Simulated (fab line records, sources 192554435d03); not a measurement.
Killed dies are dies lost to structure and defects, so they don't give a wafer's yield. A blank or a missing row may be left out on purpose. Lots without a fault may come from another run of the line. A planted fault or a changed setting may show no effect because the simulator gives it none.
Chamber matching | flow n5_finfet | N5_FIN_SAQP_DESCUM_21 on rie_diel-05: 4 sister chambers
The step chemistry O2, time 7.9 s. 14 wafers are shown with their chamber, then 7 later ones without.

WAFERS WITH THEIR CHAMBER
wafer  | chamber | drypump_motor_current_A (A) | showerhead_plenum_p_Torr (Torr) | throttle_valve_pct (%)
L076.1 | 3       | 6.3                         | 2.15                            | 20.39
L076.2 | 1       | 5.8                         | 2.05                            | 20.73
L076.4 | 3       | 6.3                         | 2.15                            | 20.41
L078.2 | 3       | 6.3                         | 2.15                            | 20.45
L078.3 | 0       | 5.8                         | 2.14                            | 20.06
L078.6 | 1       | 5.9                         | 2.05                            | 20.74
L083.4 | 3       | 6.3                         | 2.15                            | 20.43
L083.5 | 2       | 5.8                         | 2.06                            | 20.57
L083.6 | 0       | 5.8                         | 2.13                            | 20.06
L088.1 | 3       | 6.3                         | 2.14                            | 20.46
L088.3 | 1       | 5.9                         | 2.04                            | 20.41
L088.4 | 2       | 5.8                         | 2.06                            | 20.56
L094.2 | 0       | 5.8                         | 2.12                            | 20.12
L094.3 | 1       | 5.9                         | 2.04                            | 20.43

SIGNATURES (means of the wafers above)
reading                  | chamber 0 | chamber 1 | chamber 2 | chamber 3 | scatter within a chamber
drypump_motor_current_A  | 5.800     | 5.875     | 5.800     | 6.300     | 0.0274
showerhead_plenum_p_Torr | 2.1300    | 2.0450    | 2.0600    | 2.1480    | 0.00616
throttle_valve_pct       | 20.0800   | 20.5775   | 20.5650   | 20.4280   | 0.103
Rule: a wafer's distance from a chamber is the root of the sum, over the readings, of the square of ((its reading less the chamber's mean) divided by the reading's scatter). The wafer belongs to the nearest chamber; if the next one is less than 2 further off, it can't be placed. The scatter: the root of (the sum of the squares of (reading less its chamber's mean) over the shown wafers, divided by (wafers less chambers)).

WAFERS WITHOUT THEIR CHAMBER
wafer  | drypump_motor_current_A (A) | showerhead_plenum_p_Torr (Torr) | throttle_valve_pct (%)
L094.6 | 5.8                         | 2.05                            | 20.60
L095.2 | 5.9                         | 2.04                            | 20.43
L095.4 | 5.7                         | 2.12                            | 20.10
L095.5 | 5.8                         | 2.05                            | 20.59
L097.2 | 5.9                         | 2.03                            | 20.45
L097.3 | 6.3                         | 2.13                            | 20.48
L097.5 | 5.7                         | 2.12                            | 20.11

WHICH CHAMBER EACH WENT THROUGH
wafer  | from the rows above     | in truth
L094.6 | can't be placed: 2 or 1 | 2
L095.2 | 1                       | 1
L095.4 | 0                       | 0
L095.5 | can't be placed: 2 or 1 | 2
L097.2 | 1                       | 1
L097.3 | 3                       | 3
L097.5 | 0                       | 0
Placed correctly: 5 of 7. Can't be placed from these rows: 2 (the true chamber is among the candidates in 2). Placed wrongly: 0.
